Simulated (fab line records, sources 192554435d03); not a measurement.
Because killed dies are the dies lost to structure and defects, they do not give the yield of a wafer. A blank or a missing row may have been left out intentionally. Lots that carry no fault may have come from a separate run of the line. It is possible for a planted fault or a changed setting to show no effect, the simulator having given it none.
The tool behind it: which one? -- flow n5Finfet -- 45 wafers from 15 lots sampled at 4 of the route's 1938 steps

== WHAT EACH GAUGE READ, for each wafer ==
The record lacks any reading of a measuring or inspecting step that a usual standard deviation could be used to judge.

== TOOL THAT RAN EACH LOT (tool first, then ch and the chambers of the sampled wafers, then the start) ==
lot,N5_BEOL_M4_ANNEAL_93,N5_BEOL_M5_EXPOSE_08,N5_BEOL_M5_DESCUM_16,N5_BEOL_M5_ETCH_62
L236,"pvdSputter-02, day 7 20:10","euvScanner-01 ch 0, day 8 02:49","rieDiel-04 ch 1,2,3, day 8 03:17","rieDiel-04 ch 1,2,3, day 8 03:22"
L237,"pvdSputter-01, day 8 11:41","euvScanner-01 ch 0, day 8 17:38","rieDiel-05 ch 0,2,3, day 8 18:17","rieDiel-05 ch 0,2,3, day 8 18:22"
L239,"pvdSputter-01, day 8 16:40","euvScanner-01 ch 0, day 8 22:08","rieDiel-04 ch 0,1,2, day 8 22:58","rieDiel-04 ch 0,1,2, day 8 23:03"
L242,"pvdSputter-01, day 9 11:05","euvScanner-02 ch 0, day 9 15:53","rieDiel-04 ch 2,3, day 9 16:11","rieDiel-04 ch 2,3, day 9 16:16"
L244,"pvdSputter-01, day 9 23:32","euvScanner-01 ch 0, day 10 03:39","rieDiel-03 ch 0,1,3, day 10 03:53","rieDiel-03 ch 0,1,3, day 10 03:58"
L243,"pvdSputter-03, day 10 00:42","euvScanner-01 ch 0, day 10 04:07","rieDiel-03 ch 0,1,2, day 10 04:22","rieDiel-03 ch 0,1,2, day 10 04:27"
L245,"pvdSputter-02, day 10 04:36","euvScanner-02 ch 0, day 10 10:07","rieDiel-04 ch 0,1,3, day 10 10:22","rieDiel-04 ch 0,1,3, day 10 10:27"
L250,"pvdSputter-03, day 11 13:19","euvScanner-01 ch 0, day 11 18:26","rieDiel-03 ch 0,2,3, day 11 18:43","rieDiel-03 ch 0,2,3, day 11 18:48"
L248,"pvdSputter-02, day 11 14:47","euvScanner-02 ch 0, day 11 18:37","rieDiel-04 ch 0,3, day 11 18:55","rieDiel-04 ch 0,3, day 11 18:59"
L253,"pvdSputter-01, day 12 08:10","euvScanner-01, day 12 14:10","rieDiel-05 ch 2,3, day 12 14:25","rieDiel-05 ch 1,3, day 12 14:30"
L255,"pvdSputter-03, day 13 01:02","euvScanner-01, day 13 04:46","rieDiel-05 ch 0,1,2, day 13 05:01","rieDiel-05 ch 0,1,2, day 13 05:06"
L256,"pvdSputter-01, day 13 15:02","euvScanner-02, day 13 19:11","rieDiel-03 ch 0,2,3, day 13 19:27","rieDiel-03 ch 0,2,3, day 13 19:32"
L258,"pvdSputter-02, day 13 17:56","euvScanner-01 ch 0, day 13 22:39","rieDiel-04 ch 1,3, day 13 22:55","rieDiel-04 ch 1,3, day 13 23:00"
L257,"pvdSputter-01, day 13 18:32","euvScanner-02 ch 0, day 13 23:13","rieDiel-04 ch 0,1,3, day 13 23:27","rieDiel-04 ch 0,1,3, day 13 23:32"
L259,"pvdSputter-03, day 13 21:28","euvScanner-01 ch 0, day 14 02:30","rieDiel-05 ch 1,3, day 14 03:05","rieDiel-05 ch 1,3, day 14 03:10"
- N5_BEOL_M4_ANNEAL_93: time 240 s.
- N5_BEOL_M5_EXPOSE_08: exposes mask M5, target cd 28 nm.
- N5_BEOL_M5_DESCUM_16: chemistry O2, time 7 s.
- N5_BEOL_M5_ETCH_62: etches SOC in N2/H2, target depth 75 nm, overetch 15 nm, time 112.5 s.

== AS READ BY THE TOOLS THEMSELVES (means over the sampled wafers that have a number; for cases with no such wafer, the mark the record gives instead) ==
N5_BEOL_M4_ANNEAL_93. Usual: heaterPowerW at 809 W, with a standard deviation of 71.
lot,tool,heaterPowerW (W),flag
L236,pvdSputter-02,789,
L237,pvdSputter-01,877,
L239,pvdSputter-01,860,
L242,pvdSputter-01,875,
L244,pvdSputter-01,872,
L243,pvdSputter-03,753,
L245,pvdSputter-02,769,
L250,pvdSputter-03,709,
L248,pvdSputter-02,806,
L253,pvdSputter-01,868,
L255,pvdSputter-03,728,
L256,pvdSputter-01,858,
L258,pvdSputter-02,804,
L257,pvdSputter-01,872,
L259,pvdSputter-03,745,

N5_BEOL_M5_EXPOSE_08. Usual: exposureDoseMJCm2 35.89, standard deviation 0.16; focusOffsetNm 0.1 nm, standard deviation 0.48.
lot,tool,exposureDoseMJCm2,focusOffsetNm (nm),flag
L236,euvScanner-01,35.80,0.3,
L237,euvScanner-01,35.77,-0.1,
L239,euvScanner-01,35.71,0.3,
L242,euvScanner-02,36.06,0.1,
L244,euvScanner-01,35.79,-0.1,
L243,euvScanner-01,35.74,-0.1,
L245,euvScanner-02,36.10,0.1,
L250,euvScanner-01,35.78,-0.2,
L248,euvScanner-02,36.06,-0.1,
L253,euvScanner-01,-,-,OFF
L255,euvScanner-01,-,-,OFF
L256,euvScanner-02,-,-,OFF
L258,euvScanner-01,35.75,0.2,
L257,euvScanner-02,36.04,0.0,
L259,euvScanner-01,35.72,0.1,

N5_BEOL_M5_DESCUM_16. Usual: drypumpMotorCurrentA 5.6 A, standard deviation 0.45; o2FlowSccm 225.1 sccm, standard deviation 0.69; oesProductAu 0.80 a.u., standard deviation 0.087; rfVppV 243.3 V, standard deviation 1.5; showerheadPlenumPTorr 2.09 Torr, standard deviation 0.086; throttleValvePct 20.40 %, standard deviation 0.3.
lot,tool,drypumpMotorCurrentA (A),o2FlowSccm (sccm),oesProductAu (a.u.),rfVppV (V),showerheadPlenumPTorr (Torr),throttleValvePct (%),flag
L236,rieDiel-04,5.1,225.2,0.77,242.9,2.09,20.23,
L237,rieDiel-05,5.8,225.2,0.83,242.7,2.10,20.47,
L239,rieDiel-04,5.4,224.9,0.76,242.6,2.02,20.43,
L242,rieDiel-04,5.3,224.5,0.81,243.8,2.15,20.09,
L244,rieDiel-03,5.5,225.6,0.84,244.2,2.16,20.57,
L243,rieDiel-03,5.6,225.1,0.78,243.0,2.11,20.61,
L245,rieDiel-04,5.6,225.3,0.78,243.9,2.10,20.30,
L250,rieDiel-03,5.9,224.7,0.74,243.5,2.10,20.61,
L248,rieDiel-04,6.0,225.1,0.82,244.7,2.09,20.34,
L253,rieDiel-05,5.5,225.5,0.77,243.9,2.12,20.71,
L255,rieDiel-05,5.8,225.6,0.77,242.3,2.05,20.39,
L256,rieDiel-03,5.9,224.8,0.84,243.9,2.18,20.52,
L258,rieDiel-04,5.3,225.4,0.84,244.7,2.16,20.03,
L257,rieDiel-04,5.6,224.6,0.83,243.4,2.09,20.21,
L259,rieDiel-05,5.4,225.3,0.76,243.2,2.08,20.57,

N5_BEOL_M5_ETCH_62. Usual: drypumpMotorCurrentA 5.6 A, standard deviation 0.45; oesProductAu 0.63 a.u., standard deviation 0.064; rfVppV 523.7 V, standard deviation 2.7; showerheadPlenumPTorr 2.54 Torr, standard deviation 0.098; throttleValvePct 17.77 %, standard deviation 0.3.
lot,tool,drypumpMotorCurrentA (A),oesProductAu (a.u.),rfVppV (V),showerheadPlenumPTorr (Torr),throttleValvePct (%),flag
L236,rieDiel-04,5.1,0.60,523.8,2.55,17.67,
L237,rieDiel-05,5.8,0.65,524.2,2.53,17.77,
L239,rieDiel-04,5.4,0.60,521.7,2.47,17.93,
L242,rieDiel-04,5.3,0.64,525.8,2.62,17.56,
L244,rieDiel-03,5.5,0.67,525.5,2.61,17.88,
L243,rieDiel-03,5.6,0.62,524.3,2.56,18.01,
L245,rieDiel-04,5.6,0.61,524.7,2.56,17.75,
L250,rieDiel-03,5.9,0.60,523.5,2.53,17.88,
L248,rieDiel-04,6.0,0.65,523.4,2.55,17.86,
L253,rieDiel-05,5.5,0.59,522.1,2.45,17.62,
L255,rieDiel-05,5.8,0.61,521.6,2.47,17.70,
L256,rieDiel-03,5.9,0.68,526.4,2.63,17.76,
L258,rieDiel-04,5.3,0.66,526.2,2.62,17.42,
L257,rieDiel-04,5.6,0.66,523.3,2.54,17.65,
L259,rieDiel-05,5.4,0.60,524.0,2.49,17.77,

== THE ANSWER, worked out from the rows above alone ==
Rule: lot off if the mean of its wafers having a number is beyond 3 standard deviations from the usual mean. Also off: a lot with no number at a reading for which 4 or more lots have one. All remaining lots with rows at the step are treated as sound. First the gauges in route order, then the tools' own readings, where a lot's mean is used as printed above. At the first step where some lot is off, the reading lying furthest off is the one used; lots without a number count as furthest.
Off: L253, L255, L256, at N5_BEOL_M5_EXPOSE_08 (exposureDoseMJCm2). Without a number there: L253, L255, L256.
A tool fits if, at that step or a process step before it, it ran every lot that is off, and no sound lot after the first of them. No candidate that was tried fits.

== WHAT THE SIMULATOR PUT IN ==
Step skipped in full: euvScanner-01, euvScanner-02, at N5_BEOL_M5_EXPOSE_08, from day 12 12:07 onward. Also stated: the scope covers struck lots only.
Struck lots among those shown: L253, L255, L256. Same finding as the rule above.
